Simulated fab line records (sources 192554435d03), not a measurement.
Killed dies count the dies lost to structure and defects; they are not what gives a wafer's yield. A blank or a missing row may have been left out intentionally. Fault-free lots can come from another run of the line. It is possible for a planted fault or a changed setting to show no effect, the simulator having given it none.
Chamber matching | flow n5_finfet | N5_DUMMY_GATE_STRIP_41 on rie_diel-06: 4 sister chambers
The step strips in O2. 8 wafers are shown with their chamber, then 12 later ones without.

## WAFERS WITH THEIR CHAMBER
wafer  | chamber | showerhead_plenum_p_Torr (Torr) | throttle_valve_pct (%)
L080.5 | 1       | 2.17                            | 16.86
L081.3 | 0       | 2.18                            | 16.99
L082.6 | 0       | 2.18                            | 17.01
L083.5 | 2       | 2.02                            | 16.65
L083.6 | 1       | 2.16                            | 16.85
L085.3 | 2       | 2.02                            | 16.67
L085.4 | 3       | 2.15                            | 16.88
L085.6 | 3       | 2.15                            | 16.89

## WAFERS WITH NO CHAMBER GIVEN
wafer  | showerhead_plenum_p_Torr (Torr) | throttle_valve_pct (%)
L086.2 | 2.16                            | 16.86
L086.3 | 2.17                            | 17.01
L086.6 | 2.15                            | 16.87
L088.3 | 2.17                            | 17.03
L088.5 | 2.16                            | 16.88
L088.6 | 2.02                            | 16.68
L091.1 | 2.14                            | 16.90
L091.3 | 2.16                            | 16.86
L091.4 | 2.01                            | 16.68
L095.1 | 2.17                            | 17.04
L095.4 | 2.16                            | 16.89
L095.6 | 2.14                            | 16.92

## EACH ONE'S CHAMBER
wafer  | from the rows above     | in truth
L086.2 | 1                       | 1
L086.3 | 0                       | 0
L086.6 | 3                       | 3
L088.3 | 0                       | 0
L088.5 | can't be placed: 1 or 3 | 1
L088.6 | 2                       | 2
L091.1 | 3                       | 3
L091.3 | 1                       | 1
L091.4 | 2                       | 2
L095.1 | 0                       | 0
L095.4 | can't be placed: 3 or 1 | 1
L095.6 | 3                       | 3
Correct placement for 10 of the 12. These rows do not allow placing 2 (true chamber among the candidates in 2). 0 placed wrongly.
How it was worked out, from the rows above alone: a wafer's distance from a chamber is the root of the sum, over the readings, of the square of ((its reading less the chamber's mean) divided by the reading's scatter). If the next closest chamber is less than 2 further off than the closest, the wafer can't be placed; otherwise it belongs to the closest. A chamber's mean is the mean of its shown wafers. The scatter: take each reading less its chamber's mean, square it, sum over the shown wafers, divide by the number of wafers less the number of chambers, and take the root.
